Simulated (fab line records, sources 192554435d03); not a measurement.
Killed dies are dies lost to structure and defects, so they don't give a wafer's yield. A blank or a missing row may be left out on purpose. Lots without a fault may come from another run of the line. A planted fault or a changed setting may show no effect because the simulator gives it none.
Chamber matching | flow n5_finfet | N5_HKMG_FIN_CMP_94 on cmp-04: 4 sister chambers
The step polishes, stops on SiNx, t overpolish 4.7 s, target thk 43.299 nm. 4 wafers are shown with their chamber, then 7 later ones without.

WAFERS WITH THEIR CHAMBER
wafer  | chamber | motor_current_A (A)
L085.4 | 2       | 15.5
L086.1 | 3       | 10.3
L086.4 | 1       | 15.0
L090.1 | 0       | 12.1

WAFERS WITHOUT THEIR CHAMBER
wafer  | motor_current_A (A)
L090.4 | 15.2
L091.3 | 12.3
L091.4 | 14.7
L094.1 | 11.1
L094.4 | 14.6
L095.1 | 11.2
L095.4 | 12.8

WHICH CHAMBER EACH WENT THROUGH
wafer  | from the rows above     | in truth
L090.4 | can't be placed: 1 or 2 | 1
L091.3 | 0                       | 0
L091.4 | can't be placed: 1 or 2 | 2
L094.1 | can't be placed: 3 or 0 | 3
L094.4 | can't be placed: 1 or 2 | 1
L095.1 | can't be placed: 3 or 0 | 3
L095.4 | 0                       | 0
Placed correctly: 2 of 7. Can't be placed from these rows: 5 (the true chamber is among the candidates in 5). Placed wrongly: 0.
How it was worked out, from the rows above alone: a wafer's distance from a chamber is the root of the sum, over the readings, of the square of ((its reading less the chamber's mean) divided by the reading's scatter). The wafer belongs to the nearest chamber; if the next one is less than 2 further off, it can't be placed. A chamber's mean is the mean of its shown wafers. The scatter: with one shown wafer a chamber, the root of the mean of the squares of how far each hidden wafer lies from its nearest shown one.
